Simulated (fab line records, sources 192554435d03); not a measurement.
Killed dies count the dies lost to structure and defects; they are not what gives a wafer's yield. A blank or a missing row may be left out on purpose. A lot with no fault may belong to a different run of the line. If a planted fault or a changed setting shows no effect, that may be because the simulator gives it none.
A lot that was struck, set against a sound lot    flow n5 finfet    40 out of 1938 route steps
Sound: these wafers, L384.2, L384.3, L384.5. Struck: wafers L386.1, L386.4, L386.5. At the end, the cause is stated.
At each step with rows: each side's tool, then ch and its chambers, then its first start. Under that, the readings that differ: sound wafers    struck wafers    difference of the means    sigmas: that difference in standard deviations of wafers without a fault.
alike: readings with means less than 2 such deviations apart, plus words and numbers identical on both sides. not compared: withheld readings, readings lacking a value on some wafer, bounds such as >300 that could conceal the same value, and numbers that have no deviation in the record and whose values overlap.
A row with sigmas, a row that says differs or no value, or rows on one side alone: a step with any of these is where the two part. Numbers that don't overlap but have no deviation are shown without sigmas and don't part them. Lack of a reading on every wafer of one side parts them only where that side has two or more wafers.

first, 3 steps without rows for these wafers: N5_MOL_CONTACT_COAG_SIL_ANNEAL_21 (time 60 s); N5_MOL_CONTACT_COAG_PRE_CLEAN_141 (time 60 s); N5_MOL_CONTACT_COAG_SPUTTER_143 (material Co, target thk 2.5 nm).
N5_MOL_CONTACT_COAG_CO_FILL_22: material Co, precursor CCTBA/H2, target thk 20 nm.
  sound on cvd co-02 ch 1,2, day 5 15:48; struck on cvd co-01 ch 0,2, day 6 10:14
  alike: heater power w
then, 6 steps without rows for these wafers: N5_MOL_CONTACT_COAG_ANNEAL_113 (time 300 s); N5_MOL_CONTACT_COAG_PRE_CLEAN_142 (time 60 s); N5_MOL_CONTACT_COAG_SPUTTER_130 (material Co, target thk 47.5 nm); N5_MOL_CONTACT_COAG_PRECLEAN_125 (cleans in DIW, time 57.5 s); N5_MOL_CONTACT_COAG_SRD_126 (dry time 32 s); N5_MOL_CONTACT_COAG_CMP_23 (polishes, stops on SiO2, t overpolish 1.5 s, target thk 0 nm).
N5_MOL_CONTACT_COAG_WET_ETCH_26: target Co, target depth 13 nm.
  sound on wet bench-03 ch 1,2,6, day 5 19:17; struck on wet bench-04 ch 4,5,6, day 6 15:14
then, 2 steps without rows for these wafers: N5_MOL_CONTACT_COAG_WET_ETCH_116 (etches the open film in SC1-inhibited, target depth 4.6 nm, rinse time 30 s); N5_MOL_CONTACT_COAG_ALD_27 (deposits SiOC, target thk 17 nm, pulse time 1.5 s, time 2720 s).
N5_MOL_CONTACT_COAG_CMP_28: polishes, stops on SiNx, t overpolish 0.85 s, target thk 14.522 nm.
  sound on cmp-02 ch 0,2, day 5 21:23; struck on cmp-04 ch 0,2, day 6 17:19
  alike: motor current A, slurry flow ml min
then, 11 steps without rows for these wafers: N5_MOL_CONTACT_COAG_ALD_123 (deposits SiNx, target thk 5 nm, pulse time 1 s, purge time 2 s); N5_MOL_CONTACT_COAG_PECVD_31 (deposits SiO2 from TEOS/O2, target thk 46 nm, time 8.9 s); N5_MOL_CONTACT_COAG_COAT_75 (time 60 s, resist thk 60 nm); N5_MOL_CONTACT_COAG_COAT_76 (time 60 s, resist thk 10 nm); N5_MOL_CONTACT_COAG_COAT_77 (time 60 s, resist thk 10 nm); N5_MOL_CONTACT_COAG_COAT_78 (resist thk 40 nm); N5_MOL_CONTACT_COAG_EBR_80; N5_MOL_CONTACT_COAG_SOFTBAKE_79 (time 60 s); N5_MOL_CONTACT_COAG_EXPOSE_81 (exposes mask VG, defocus 0 nm); N5_MOL_CONTACT_COAG_PEB_82 (peb time 60 s); N5_MOL_CONTACT_COAG_DEVELOP_83 (develop time 30 s).
N5_MOL_CONTACT_COAG_CD_MEAS_84: target cd 25.1 nm.
  sound on cd sem-03 ch 0, day 5 22:31; struck on cd sem-03 ch 0, day 6 20:03
  alike: cd nm
N5_MOL_CONTACT_COAG_OVL_MEAS_85:
  sound on overlay-02 ch 0, day 5 22:33; struck on overlay-01 ch 0, day 6 20:05
  alike: VG_OVL
N5_MOL_CONTACT_COAG_INSPECT_57: inspects for defects (brightfield).
  sound: defect inspect-02 at day 5 22:36; struck: defect inspect-02 at day 6 20:08
  alike: raw defect count
N5_MOL_CONTACT_COAG_DESCUM_88: chemistry O2, time 7 s.
  sound on rie diel-01 ch 1,3, day 5 22:38; struck on rie diel-03 ch 1,2,3, day 6 20:12
  alike: drypump motor current A, oes product au, rf vpp V, showerhead plenum p Torr, throttle valve pct
  not compared: rf hours counter h
then, 2 steps without rows for these wafers: N5_MOL_CONTACT_COAG_ETCH_89 (etches underlayer in N2/H2, target depth 13 nm, time 10.4 s); N5_MOL_CONTACT_COAG_ETCH_90 (etches SiARC in CF4, target depth 13 nm, time 21.7 s).
N5_MOL_CONTACT_COAG_ALD_131: deposits SiO2, target thk 5 nm, pulse time 1 s, co reactant pulse time 1 s.
  sound on ald sin-02 ch 0,2, day 5 22:46; struck on ald sin-01 ch 1,2, day 6 20:20
  alike: heater power w, precursor pulse height rel
then, 1 step without rows for these wafers: N5_MOL_CONTACT_COAG_ETCHBACK_132 (etches SiO2 in CHF3, target depth 10 nm, time 6.7 s).
N5_MOL_CONTACT_COAG_ETCH_91: etches SOC in N2/H2, target depth 60 nm, overetch 21 nm, time 101.2 s.
  sound on rie diel-04 ch 1,2,3, day 5 22:59; struck on rie diel-04 ch 0,1,2, day 6 20:37
  alike: drypump motor current A, oes product au, rf vpp V, showerhead plenum p Torr, throttle valve pct
  not compared: rf hours counter h
then, 5 steps without rows for these wafers: N5_MOL_CONTACT_COAG_STRIP_92 (strips in N2/H2); N5_MOL_CONTACT_COAG_STRIP_93 (strips in N2/H2); N5_MOL_CONTACT_COAG_ETCHBACK_135 (etches SiO2 in CHF3, target depth 25 nm, time 16.7 s); N5_MOL_CONTACT_COAG_STRIP_118 (strips in CHF3); N5_MOL_CONTACT_COAG_VIA_ETCH_46 (etches SiO2 in C4F6/O2, target depth 46 nm, overetch 9.2 nm, time 40 s).
-- here the record skips 8 days between the struck wafers' starts before and after, leaving off in module MOL_CONTACT_COAG and picking up in module PASSIVATION (first step shown: number 1936 of the route) --
N5_PASSIVATION_PROBE_49:
  sound: prober-01 at day 15 03:10; struck: prober-01 at day 15 03:46
reading             sound     struck          difference  sigmas
killed at contacts  5 11 7    1089 1056 1073  +1065       +99 or more
killed dies         93 94 84  1180 1180 1180  +1090       +64
killed on rim       9 16 8    152 152 152     +141        +41
killed short        20 34 28  37 45 52        +17         +2
  alike: killed_at_M0_to_M3, killed_at_M4_up, killed at front end, killed at other, killed open

## WHERE THEY PART
Only at N5_PASSIVATION_PROBE_49, within this record.

WHY: the cause the simulator had injected
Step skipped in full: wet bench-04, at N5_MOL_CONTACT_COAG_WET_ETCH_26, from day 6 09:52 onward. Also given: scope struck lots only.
